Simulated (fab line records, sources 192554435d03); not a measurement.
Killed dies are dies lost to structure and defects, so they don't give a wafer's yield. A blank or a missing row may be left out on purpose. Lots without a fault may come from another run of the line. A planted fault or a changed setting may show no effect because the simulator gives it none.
Split-lot experiment | flow n5_finfet | 7 lots, 21 wafers read, on a route of 1938 steps

THE SPLIT
At N5_BEOL_M6_ETCH_62 (etches SOC in N2/H2, target depth 110 nm, overetch 22 nm, time 165 s), the setting time_s was moved away from the recipe's 165 s on 5 of the 21 wafers read, by -21.9% to -6.1%. The other wafers ran this setting at the recipe's value.

The reading is taken at the split's own step.

THE READING
SiARC_of_BEOL_M6_COAT_60.thk_nm (the simulator's own value, which no gauge read), in nm, at N5_BEOL_M6_ETCH_62 (etches SOC in N2/H2, target depth 110 nm, overetch 22 nm, time 165 s). The file gives no usual value for it. The 16 wafers here that ran the recipe average 28.1 nm, standard deviation 0.26 nm.

wafer  | tool, chamber at the split | time_s as run, s | against the recipe | SiARC_of_BEOL_M6_COAT_60.thk_nm, nm | against lot-mates on the recipe
L074.3 | rie_diel-06, 2             | 128.9            | -21.9%             | 29.6                                | +1.8
L074.4 | rie_diel-06, 0             | 128.9            | -21.9%             | 29.8                                | +2.0
L074.6 | rie_diel-06, 2             | 165              | recipe             | 27.8                                | -
L078.1 | rie_diel-03, 3             | 165              | recipe             | 28.6                                | -
L078.2 | rie_diel-03, 2,0           | 165              | recipe             | 28.2                                | -
L078.4 | rie_diel-03, 2,0           | 165              | recipe             | 28.2                                | -
L083.4 | rie_diel-03, 1             | 155              | -6.1%              | 28.2                                | +0.2
L083.5 | rie_diel-03, 0             | 165              | recipe             | 28                                  | -
L083.6 | rie_diel-03, 3             | 155              | -6.1%              | 28.8                                | +0.8
L087.2 | rie_diel-06, 0             | 165              | recipe             | 28.2                                | -
L087.3 | rie_diel-06, 2             | 165              | recipe             | 27.8                                | -
L087.6 | rie_diel-06, 2             | 165              | recipe             | 27.8                                | -
L089.2 | rie_diel-03, 3             | 165              | recipe             | 28.6                                | -
L089.3 | rie_diel-03, 0,1           | 165              | recipe             | 28.4                                | -
L089.4 | rie_diel-03, 0,1           | 165              | recipe             | 28.4                                | -
L091.2 | rie_diel-06, 1,2           | 165              | recipe             | 28                                  | -
L091.3 | rie_diel-06, 1,2           | 165              | recipe             | 28                                  | -
L091.4 | rie_diel-06, 0             | 165              | recipe             | 28.2                                | -
L096.1 | rie_diel-06, 3             | 151.9            | -7.9%              | 28.8                                | +0.9
L096.4 | rie_diel-06, 1             | 165              | recipe             | 27.8                                | -
L096.6 | rie_diel-06, 1             | 165              | recipe             | 28                                  | -
Where a row lists several chambers, the file gives one row for several wafers and doesn't say which wafer went through which chamber.

THE FIT
A straight line over all 21 wafers: SiARC_of_BEOL_M6_COAT_60.thk_nm changes by -0.0721 nm for each +1% of time_s; r = -0.88; the points scatter about the line by 0.26 nm.
The same after taking each lot's own level away (the mean of its wafers on the recipe; 21 wafers): -0.0878 nm for each +1%; r = -0.96; scatter 0.17 nm.
On that fit, the largest move of time_s shifts the reading by 1.9 nm.
The lots' own levels span 27.80 to 28.47 nm, that is 2.5 times the standard deviation above.
So the lot-to-lot level changes the slope: the two fits differ.
Check: with one of the wafers moved furthest among these (-21.9%) left out of the fit, the line predicts +2.03 nm for it against its lot-mates. It came out at +1.8 nm against them.

OTHER SPLITS ON THESE WAFERS
These wafers also went through other splits before the reading. Each is held against what the fit with the lots' levels taken away leaves over:
other split on the same wafers             | wafers away from the commonest value | r with SiARC_of_BEOL_M6_COAT_60.thk_nm (lot level and that fit taken away)
N5_BEOL_M5_ALD_86 co_reactant_pulse_time_s | 5                                    | +0.03

THE FILE'S OWN FIT
SiARC_of_BEOL_M6_COAT_60.thk_nm changes by -0.0895 nm for each +1% of time_s, r = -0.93.
